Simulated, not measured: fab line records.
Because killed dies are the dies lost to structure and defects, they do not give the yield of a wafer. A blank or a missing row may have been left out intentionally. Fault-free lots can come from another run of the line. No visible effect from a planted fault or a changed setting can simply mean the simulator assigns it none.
Problem report in the 8D (eight disciplines) form, filled by code	flow nand-harc	the parts of the form that need people (team, actions taken, sign-off) are left out

## 1. THE ISSUE
Mean of time-to-endpoint-s at NHARC_A_M1_CMP_23: 14.8 s across 4 wafers in 3 lots; on wafers with no fault it is 28.6 s (standard deviation 2.3). That is -6.0 standard deviations from the usual mean.
The step: polishes, t overpolish 20 s, target thk 154.34 nm.
Earliest sighting: wafer L608.6 on cmp-02 at day 26 13:55. Wafers with a number at this step in the record: 39, from 13 lots. Rule for "out", or "out of limits": more than 4 standard deviations from the usual mean. All remaining wafers that have a number are taken as sound.

## 2. WHAT THIS IS AND IS NOT
question	is	is not
which readings at this step	time-to-endpoint-s	motor-current-A, slurry-flow-ml-min
which lots	L608, L611, L612	L601, L602, L614, L617, L619, L620, L621, L622, L623, L624
which wafers of those lots	L608.6, L611.5, L611.6, L612.5	L608.2, L608.3, L611.4, L612.1, L612.3
read on which tools	cmp-01, cmp-02, cmp-03	-
when	from day 26 13:55	up to then (8 sound wafers); but 27 sound wafers of L611, L612, L614, L617, L619, L620, L621, L622, L623, L624 came after

## 3. THE SUSPECTS, EACH WITH WHAT RULES IT OUT
Counting: a tool at a process step up to the reading stays a suspect if it ran every lot that is out. Sound lots after the first of them don't rule it out here, since some wafers of a struck lot are sound.
- ecd-cu-01 at NHARC_A_M1_ECD_22 (material Cu, target thk 400 nm): kept. It processed each lot that is out (first: L608, day 26 13:14); up to then, its last sound lot is L602 (day 22 20:25).
After counting, what remains is ecd-cu-01 at NHARC_A_M1_ECD_22.

## 4. THE CAUSE (what the simulator had put in)
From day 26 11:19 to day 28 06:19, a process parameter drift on ecd-cu-01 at NHARC_A_M1_ECD_22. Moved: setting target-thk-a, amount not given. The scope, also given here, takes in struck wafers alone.
Only this tool survived the counting.

## 5. THE EFFECT CHAIN, in route order
Each row: a reading whose mean over the struck wafers that have a number lies more than 3 standard deviations from the usual. Only readings for which the record gives a usual standard deviation are gone through. hours: the time from each lot's start at the first step in this table that gives one to its start at this step, as a median over the lots. sigmas: the change in usual standard deviations.
hours	step	reading	usual	on struck wafers	change	sigmas
0	NHARC_A_M1_CMP_23	time-to-endpoint-s	28.6 s	14.8	-13.8	-6.0
Here are the process steps it includes:
- NHARC_A_M1_CMP_23: polishes, t overpolish 20 s, target thk 154.34 nm.

## 6. HOW IT WOULD HAVE BEEN CAUGHT EARLIER
The fault began at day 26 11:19; the first out-of-limits reading in this record came at day 26 13:55, 3 hours later.
Of the lots that are out (3), L611, L612 began NHARC_A_M1_ECD_22 on ecd-cu-01 after day 26 13:55. A hold on the tool at that time would have spared those 2.
